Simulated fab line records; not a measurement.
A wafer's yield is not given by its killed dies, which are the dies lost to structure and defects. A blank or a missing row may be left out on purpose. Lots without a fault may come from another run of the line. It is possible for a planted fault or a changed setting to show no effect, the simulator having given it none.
Matching of chambers -- flow n5Finfet -- N5_SPACER0_ALD_00 on aldSin-02 has 4 sister chambers
The step deposits SiOCN, target thk 3.5 nm, pulse time 3 s, purge time 2 s. 4 wafers are shown with their chamber, then 8 later ones without.

## WAFERS, EACH WITH ITS CHAMBER
wafer,chamber,heaterPowerW (W)
L090.3,0,777
L091.3,1,727
L091.6,2,712
L093.2,3,771

## WAFERS WITHOUT THEIR CHAMBER
wafer,heaterPowerW (W)
L093.4,739
L093.6,732
L095.1,762
L095.3,727
L095.6,778
L096.1,730
L096.4,789
L096.5,728

## WHICH CHAMBER EACH ONE RAN IN
wafer,from the rows above,in truth
L093.4,1,1
L093.6,1,1
L095.1,can't be placed: 3 or 0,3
L095.3,1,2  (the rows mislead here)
L095.6,can't be placed: 0 or 3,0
L096.1,1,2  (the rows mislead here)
L096.4,can't be placed: 0 or 3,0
L096.5,1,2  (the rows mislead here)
2 of 8 placed correctly. From these rows, 3 cannot be placed; in 3 the true chamber is one of the candidates. Placed wrongly: 3.
How it was worked out, from the rows above alone: a wafer's distance from a chamber is the root of the sum, over the readings, of the square of ((its reading less the chamber's mean) divided by the reading's scatter). The wafer belongs to the nearest chamber; if the next one is less than 2 further off, it can't be placed. For every chamber, the mean is computed from those of its wafers that are shown. The scatter: root of mean squared gap, hidden wafer to nearest shown wafer, with one shown wafer a chamber.
